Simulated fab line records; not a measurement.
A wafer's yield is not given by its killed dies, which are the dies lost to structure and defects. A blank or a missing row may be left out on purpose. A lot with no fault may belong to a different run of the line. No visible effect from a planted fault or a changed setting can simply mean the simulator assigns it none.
The tool behind it: which one? | flow n5 finfet | 27 wafers from 9 lots sampled at 3 of the route's 1938 steps

== WHAT THE GAUGES SHOWED, per wafer ==
N5_SD_ACTIVATION_RS_MEAS_03: uses a four-point probe to measure.
lot  | measured    | on            | RS_SD_N (ohm/sq)
L846 | day 3 16:09 | film metro-02 | 22.5 22.1 22.2
L848 | day 4 05:09 | film metro-02 | 21.7 21.5 21.9
L850 | day 4 17:31 | film metro-02 | 22.6 22.6 23.0
L851 | day 4 23:56 | film metro-01 | 21.3 21.7 21.6
L853 | day 5 16:28 | film metro-01 | 22.1 22.2 22.2
L854 | day 6 00:15 | film metro-01 | 22.2 22.5 22.3
L859 | day 7 01:10 | film metro-01 | 28.3 27.9 27.7
L861 | day 7 19:02 | film metro-01 | 27.5 27.4 27.1
L868 | day 9 10:19 | film metro-01 | 22.1 21.7 22.2

== WHAT TOOL EACH LOT RAN ON (gives the tool, then ch and the chambers of the sampled wafers, and finally the start) ==
lot  | N5_SD_EPI_P_SD_RECESS_17        | N5_SD_ACTIVATION_LSA_01
L846 | rie si-04 ch 2,3, day 3 12:37   | laser anneal-02 ch 0, day 3 15:57
L848 | rie si-01 ch 0,2, day 4 00:49   | laser anneal-02 ch 0, day 4 04:57
L850 | rie si-05 ch 1,2, day 4 13:11   | laser anneal-02 ch 0, day 4 17:20
L851 | rie si-04 ch 1,2,3, day 4 20:25 | laser anneal-01 ch 0, day 4 23:44
L853 | rie si-05 ch 0,2, day 5 10:49   | laser anneal-01 ch 0, day 5 16:16
L854 | rie si-05 ch 0,2,3, day 5 18:47 | laser anneal-02 ch 0, day 6 00:03
L859 | rie si-04 ch 0,3, day 6 19:41   | laser anneal-02 ch 0, day 7 00:59
L861 | rie si-01 ch 1,2,3, day 7 13:37 | laser anneal-02 ch 0, day 7 18:50
L868 | rie si-05 ch 0,1, day 9 06:38   | laser anneal-01 ch 0, day 9 10:07
- N5_SD_EPI_P_SD_RECESS_17: chemistry HBr/Cl2/O2, target depth 39.1 nm, bt time 3 s.
- N5_SD_ACTIVATION_LSA_01: time 0.0008 s.

== THE ANSWER, worked out from the rows above alone ==
Rule: what is usual is taken from the lots themselves. The widest of any qualifying gaps counts: lots, ordered by their means at a reading, are off when they make up no more than a third of the lots, leave a main group of 4 or more, and stand apart from it by 3 or more times the standard deviation of that group's means. Not used: any main group whose means are identical at the precision the tables above print for the reading. Also off: a lot with no number at a reading for which 4 or more lots have one. The other lots that the step has rows for count as sound.
Off: L859, L861, at N5_SD_ACTIVATION_RS_MEAS_03 (RS_SD_N). The main group: mean 22.1 ohm/sq, standard deviation 0.37.
If a tool, at a process step before that reading, ran all the lots that are off and no sound lot after the first of them, it fits. The gauges at N5_SD_ACTIVATION_RS_MEAS_03 are tried like those tools. One fits: N5_SD_ACTIVATION_LSA_01 on laser anneal-02. A fault onset in the window from L854 (day 6 00:03, its last sound lot) to L859 (day 7 00:59, its first lot off) fits.

== WHAT THE SIMULATOR PUT IN ==
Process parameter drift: laser anneal-02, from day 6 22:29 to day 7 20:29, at N5_SD_ACTIVATION_LSA_01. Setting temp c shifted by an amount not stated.
Lots struck among those shown: L859, L861. The same result came from the rule above.
